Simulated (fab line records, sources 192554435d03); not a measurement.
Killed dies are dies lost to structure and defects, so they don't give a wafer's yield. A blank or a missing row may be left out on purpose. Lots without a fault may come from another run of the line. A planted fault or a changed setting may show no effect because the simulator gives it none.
Chamber matching | flow n5_finfet | N5_BEOL_M5_ETCH_72 on rie_diel-04: 4 sister chambers
The step etches underlayer in N2/H2, target depth 6.5 nm, time 5.2 s. 30 wafers are shown with their chamber, then 12 later ones without.

WAFERS WITH THEIR CHAMBER
wafer  | chamber | drypump_motor_current_A (A) | showerhead_plenum_p_Torr (Torr) | throttle_valve_pct (%)
L074.1 | 2       | 5.7                         | 2.62                            | 18.03
L074.4 | 1       | 6.6                         | 2.55                            | 17.81
L074.5 | 3       | 6.6                         | 2.43                            | 18.18
L075.4 | 0       | 5.7                         | 2.62                            | 18.49
L075.5 | 0       | 5.7                         | 2.62                            | 18.49
L075.6 | 3       | 6.6                         | 2.43                            | 18.15
L076.2 | 0       | 5.8                         | 2.62                            | 18.49
L076.3 | 1       | 6.5                         | 2.55                            | 17.82
L076.4 | 2       | 5.7                         | 2.61                            | 18.06
L078.1 | 3       | 6.6                         | 2.43                            | 18.16
L078.4 | 0       | 5.7                         | 2.62                            | 18.49
L078.6 | 3       | 6.6                         | 2.43                            | 18.18
L079.1 | 3       | 6.6                         | 2.43                            | 18.17
L079.2 | 1       | 6.5                         | 2.55                            | 17.84
L079.3 | 2       | 5.7                         | 2.61                            | 18.09
L079.4 | 1       | 6.5                         | 2.55                            | 17.84
L079.5 | 2       | 5.7                         | 2.61                            | 18.11
L079.6 | 3       | 6.6                         | 2.43                            | 18.17
L083.1 | 3       | 6.7                         | 2.42                            | 18.19
L083.2 | 0       | 5.7                         | 2.61                            | 18.02
L083.3 | 2       | 5.7                         | 2.61                            | 18.08
L083.4 | 3       | 6.6                         | 2.42                            | 18.20
L083.5 | 0       | 5.8                         | 2.61                            | 18.06
L083.6 | 2       | 5.7                         | 2.61                            | 18.11
L085.2 | 3       | 6.6                         | 2.42                            | 18.19
L085.5 | 1       | 6.5                         | 2.54                            | 17.85
L085.6 | 0       | 5.7                         | 2.61                            | 18.05
L087.1 | 2       | 5.7                         | 2.60                            | 18.11
L087.5 | 1       | 6.5                         | 2.54                            | 17.85
L087.6 | 2       | 5.7                         | 2.60                            | 18.09

SIGNATURES (means of the wafers above)
reading                  | chamber 0 | chamber 1 | chamber 2 | chamber 3 | scatter within a chamber
drypump_motor_current_A  | 5.729     | 6.517     | 5.700     | 6.611     | 0.0348
showerhead_plenum_p_Torr | 2.6157    | 2.5467    | 2.6088    | 2.4267    | 0.00552
throttle_valve_pct       | 18.2986   | 17.8350   | 18.0850   | 18.1767   | 0.116
Rule: a wafer's distance from a chamber is the root of the sum, over the readings, of the square of ((its reading less the chamber's mean) divided by the reading's scatter). The wafer belongs to the nearest chamber; if the next one is less than 2 further off, it can't be placed. The scatter: the root of (the sum of the squares of (reading less its chamber's mean) over the shown wafers, divided by (wafers less chambers)).

WAFERS WITHOUT THEIR CHAMBER
wafer  | drypump_motor_current_A (A) | showerhead_plenum_p_Torr (Torr) | throttle_valve_pct (%)
L088.1 | 6.6                         | 2.42                            | 18.20
L088.3 | 5.7                         | 2.60                            | 18.11
L088.4 | 6.5                         | 2.54                            | 17.87
L091.2 | 5.7                         | 2.60                            | 18.12
L091.3 | 6.6                         | 2.42                            | 18.21
L091.6 | 5.7                         | 2.60                            | 18.10
L093.3 | 6.6                         | 2.42                            | 18.20
L093.4 | 6.6                         | 2.54                            | 17.85
L093.6 | 6.6                         | 2.54                            | 17.88
L094.1 | 5.8                         | 2.61                            | 18.10
L094.5 | 6.5                         | 2.54                            | 17.85
L094.6 | 5.7                         | 2.60                            | 18.13

WHICH CHAMBER EACH WENT THROUGH
wafer  | from the rows above     | in truth
L088.1 | 3                       | 3
L088.3 | can't be placed: 2 or 0 | 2
L088.4 | 1                       | 1
L091.2 | can't be placed: 2 or 0 | 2
L091.3 | 3                       | 3
L091.6 | can't be placed: 2 or 0 | 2
L093.3 | 3                       | 3
L093.4 | 1                       | 1
L093.6 | 1                       | 1
L094.1 | can't be placed: 0 or 2 | 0
L094.5 | 1                       | 1
L094.6 | can't be placed: 2 or 0 | 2
Placed correctly: 7 of 12. Can't be placed from these rows: 5 (the true chamber is among the candidates in 5). Placed wrongly: 0.
